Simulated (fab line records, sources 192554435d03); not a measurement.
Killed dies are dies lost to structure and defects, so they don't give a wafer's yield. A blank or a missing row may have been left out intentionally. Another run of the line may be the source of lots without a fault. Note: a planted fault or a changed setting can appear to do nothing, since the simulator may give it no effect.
Matching of chambers | flow n5-finfet | 4 sister chambers for N5_BEOL_M1_ALD_84 on ald-metal-02
The step deposits TaN, pulse time 2 s, purge time 3 s, co reactant purge time 2 s. 4 wafers are shown with their chamber, then 8 later ones without.

== EACH WAFER AND ITS CHAMBER ==
wafer  | chamber | heater-power-outer-w (W)
L082.1 | 3       | 257
L082.2 | 2       | 211
L082.3 | 1       | 211
L084.1 | 0       | 243

== WAFERS WITH NO CHAMBER GIVEN ==
wafer  | heater-power-outer-w (W)
L084.3 | 252
L084.6 | 249
L085.3 | 254
L085.4 | 245
L085.6 | 209
L088.3 | 250
L088.4 | 203
L088.6 | 242

== THE CHAMBER EACH PASSED THROUGH ==
wafer  | from the rows above     | in truth
L084.3 | can't be placed: 3 or 0 | 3
L084.6 | can't be placed: 0 or 3 | 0
L085.3 | can't be placed: 3 or 0 | 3
L085.4 | 0                       | 0
L085.6 | can't be placed: 1 or 2 | 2
L088.3 | can't be placed: 0 or 3 | 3
L088.4 | can't be placed: 1 or 2 | 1
L088.6 | 0                       | 0
Correct placement for 2 of the 8. Cannot be placed on the basis of these rows: 6; the candidates contain the true chamber in 6. Wrongly placed: 0.
How it was worked out, from the rows above alone: a wafer's distance from a chamber is the root of the sum, over the readings, of the square of ((its reading less the chamber's mean) divided by the reading's scatter). If the next closest chamber is less than 2 further off than the closest, the wafer can't be placed; otherwise it belongs to the closest. A chamber's mean is the mean of its shown wafers. The scatter: with one shown wafer a chamber, the root of the mean of the squares of how far each hidden wafer lies from its nearest shown one.
